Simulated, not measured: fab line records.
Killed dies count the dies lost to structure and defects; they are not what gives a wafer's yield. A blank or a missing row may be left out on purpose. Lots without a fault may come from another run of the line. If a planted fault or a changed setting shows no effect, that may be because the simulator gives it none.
Which of the tools did it? ; flow nand harc ; 43 wafers from 15 lots sampled at 4 of the route's 1302 steps

## WHAT EACH GAUGE READ, for each wafer
NHARC_A_ONON_D2_THK_MEAS_05: measures by ellipsometry. Usual: thk nm 998 nm, standard deviation 10.
lot;measured;on;thk nm (nm);flag
L996;day 13 17:40;film metro-01;992 992 992;
L997;day 13 17:47;film metro-02;993 994 994;
L998;day 13 17:25;film metro-02;989 991 992;
L100;day 14 08:20;film metro-01;998 999 998;
L101;day 14 15:19;film metro-02;1007 1007 1009;
L102;day 14 15:19;film metro-01;1008 1006 1007;
L104;day 15 18:32;film metro-01;1019 1020 1020;
L105;day 16 06:01;film metro-01;983 982 982;
L106;day 17 02:07;film metro-01;996 635 997;OFF
L107;day 17 05:46;film metro-01;999 636;OFF
L109;day 17 12:59;film metro-01;632 993;OFF
L116;day 20 12:41;film metro-01;1006 1007 1007;
L117;day 21 12:43;film metro-02;976 977 978;
L118;day 21 23:53;film metro-02;1004 1004 1006;
L119;day 22 05:32;film metro-02;1013 1013 1014;

## EACH LOT AND THE TOOL THAT RAN IT (in order: tool; ch and the chambers of the sampled wafers; start)
lot;NHARC_A_CHANNEL_FILL_D1_STRIP_28;NHARC_A_DECK1_JOINT_CMP_02;NHARC_A_ONON_D2_DEP_03
L996;rie diel-10 ch 0,2,3, day 10 11:24;cmp-03 ch 0,2,3, day 13 15:31;pecvd onon-04 ch 0, day 13 17:09
L997;rie diel-01 ch 0,2,3, day 10 11:24;cmp-04 ch 0,2,3, day 13 15:31;pecvd onon-02 ch 0, day 13 17:15
L998;rie diel-01 ch 0,1,3, day 11 05:58;cmp-02 ch 0,1,3, day 13 15:32;pecvd onon-02 ch 0, day 13 16:53
L100;rie diel-10 ch 0,2, day 11 20:23;cmp-02 ch 0,1,3, day 14 06:05;pecvd onon-01 ch 0, day 14 07:52
L101;rie diel-01 ch 0,1, day 12 05:46;cmp-04 ch 0,3, day 14 13:28;pecvd onon-01 ch 0, day 14 14:55
L102;rie diel-11 ch 2,3, day 12 05:46;cmp-02 ch 0,1,2, day 14 13:31;pecvd onon-04 ch 0, day 14 14:59
L104;rie diel-01 ch 2,3, day 13 05:23;cmp-02 ch 0,1,2, day 15 16:41;pecvd onon-04 ch 0, day 15 18:05
L105;rie diel-10 ch 1,2,3, day 13 21:06;cmp-03 ch 1,2, day 16 04:10;pecvd onon-04 ch 0, day 16 05:30
L106;rie diel-11 ch 0,1,3, day 14 04:14;cmp-02 ch 1,3, day 17 00:16;pecvd onon-04 ch 0, day 17 01:40
L107;rie diel-10 ch 1,2, day 14 14:58;cmp-02 ch 0,2, day 17 03:52;pecvd onon-04 ch 0, day 17 05:18
L109;rie diel-01 ch 1,2, day 14 23:40;cmp-02 ch 1,3, day 17 11:10;pecvd onon-04 ch 0, day 17 12:29
L116;rie diel-01 ch 1,2, day 17 22:41;cmp-02 ch 0,3, day 20 10:48;pecvd onon-02 ch 0, day 20 12:17
L117;rie diel-11 ch 1,2, day 18 18:04;cmp-03 ch 1,2, day 21 10:50;pecvd onon-02 ch 0, day 21 12:11
L118;rie diel-01 ch 0,1,3, day 19 08:56;cmp-03 ch 1,3, day 21 22:02;pecvd onon-02 ch 0, day 21 23:23
L119;rie diel-01 ch 1,2,3, day 19 18:39;cmp-04 ch 0,1,3, day 22 03:36;pecvd onon-04 ch 0, day 22 05:05
- NHARC_A_CHANNEL_FILL_D1_STRIP_28: strips in O2, time 20 s.
- NHARC_A_DECK1_JOINT_CMP_02: polishes SiOx.
- NHARC_A_ONON_D2_DEP_03: target thk 1000 nm.

## AS READ BY THE TOOLS THEMSELVES (means over the sampled wafers that have a number; for cases with no such wafer, the mark the record gives instead)
NHARC_A_CHANNEL_FILL_D1_STRIP_28. Usual: drypump motor current A 6.1 A, standard deviation 0.5; oes product au 1.001 a.u., standard deviation 0.0077; rf vpp V 57.9 V, standard deviation 0.87; showerhead plenum p Torr 3.55 Torr, standard deviation 0.13; throttle valve pct 17.037 %, standard deviation 0.0094.
lot;tool;drypump motor current A (A);oes product au (a.u.);rf vpp V (V);showerhead plenum p Torr (Torr);throttle valve pct (%);flag
L996;rie diel-10;6.2;1.003;57.3;3.51;17.027;
L997;rie diel-01;5.9;0.998;58.6;3.55;17.028;
L998;rie diel-01;6.1;1.002;58.0;3.60;17.039;
L100;rie diel-10;5.9;0.996;57.4;3.53;17.038;
L101;rie diel-01;5.8;1.001;58.1;3.53;17.027;
L102;rie diel-11;6.3;0.996;57.3;3.55;17.039;
L104;rie diel-01;6.3;1.008;58.0;3.62;17.044;
L105;rie diel-10;6.2;1.002;57.2;3.59;17.035;
L106;rie diel-11;6.1;1.002;58.6;3.57;17.026;
L107;rie diel-10;6.0;1.006;59.0;3.66;17.042;
L109;rie diel-01;6.1;1.000;57.7;3.38;17.035;
L116;rie diel-01;6.0;0.997;57.1;3.36;17.038;
L117;rie diel-11;6.4;0.998;56.9;3.49;17.036;
L118;rie diel-01;6.1;1.005;58.8;3.59;17.038;
L119;rie diel-01;6.3;0.999;57.8;3.51;17.041;

NHARC_A_DECK1_JOINT_CMP_02. Usual: motor current A 11.5 A, standard deviation 1.1.
lot;tool;motor current A (A);flag
L996;cmp-03;11.3;
L997;cmp-04;11.8;
L998;cmp-02;12.0;
L100;cmp-02;12.0;
L101;cmp-04;11.8;
L102;cmp-02;11.1;
L104;cmp-02;11.4;
L105;cmp-03;11.0;
L106;cmp-02;11.4;
L107;cmp-02;11.6;
L109;cmp-02;11.2;
L116;cmp-02;12.6;
L117;cmp-03;11.3;
L118;cmp-03;11.8;
L119;cmp-04;11.4;

NHARC_A_ONON_D2_DEP_03. Usual: nh3 flow sccm 500.0 sccm, standard deviation 1.6.
lot;tool;nh3 flow sccm (sccm);flag
L996;pecvd onon-04;502.7;
L997;pecvd onon-02;498.4;
L998;pecvd onon-02;500.2;
L100;pecvd onon-01;497.9;
L101;pecvd onon-01;500.9;
L102;pecvd onon-04;498.7;
L104;pecvd onon-04;499.1;
L105;pecvd onon-04;500.1;
L106;pecvd onon-04;499.5;
L107;pecvd onon-04;499.8;
L109;pecvd onon-04;499.5;
L116;pecvd onon-02;499.0;
L117;pecvd onon-02;501.4;
L118;pecvd onon-02;500.3;
L119;pecvd onon-04;500.7;

## THE ANSWER, worked out from the rows above alone
Rule: lot off if the mean of its wafers having a number is beyond 3 standard deviations from the usual mean. Also off: a lot with no number at a reading for which 4 or more lots have one. Any other lot the step has rows for is counted as sound. After the gauges, taken in route order, come the tools' own readings; for these a lot's mean is taken, as printed above. At the first step where some lot is off, the reading lying furthest off is the one used; lots without a number count as furthest.
Off, at NHARC_A_ONON_D2_THK_MEAS_05 on thk nm: L106, L107, L109.
A tool fits if, at a process step before that reading, it ran every lot that is off, and no sound lot after the first of them. Gauges at NHARC_A_ONON_D2_THK_MEAS_05: tried the same way as those tools. No candidate that was tried fits.

## WHAT THE SIMULATOR HAD PUT IN
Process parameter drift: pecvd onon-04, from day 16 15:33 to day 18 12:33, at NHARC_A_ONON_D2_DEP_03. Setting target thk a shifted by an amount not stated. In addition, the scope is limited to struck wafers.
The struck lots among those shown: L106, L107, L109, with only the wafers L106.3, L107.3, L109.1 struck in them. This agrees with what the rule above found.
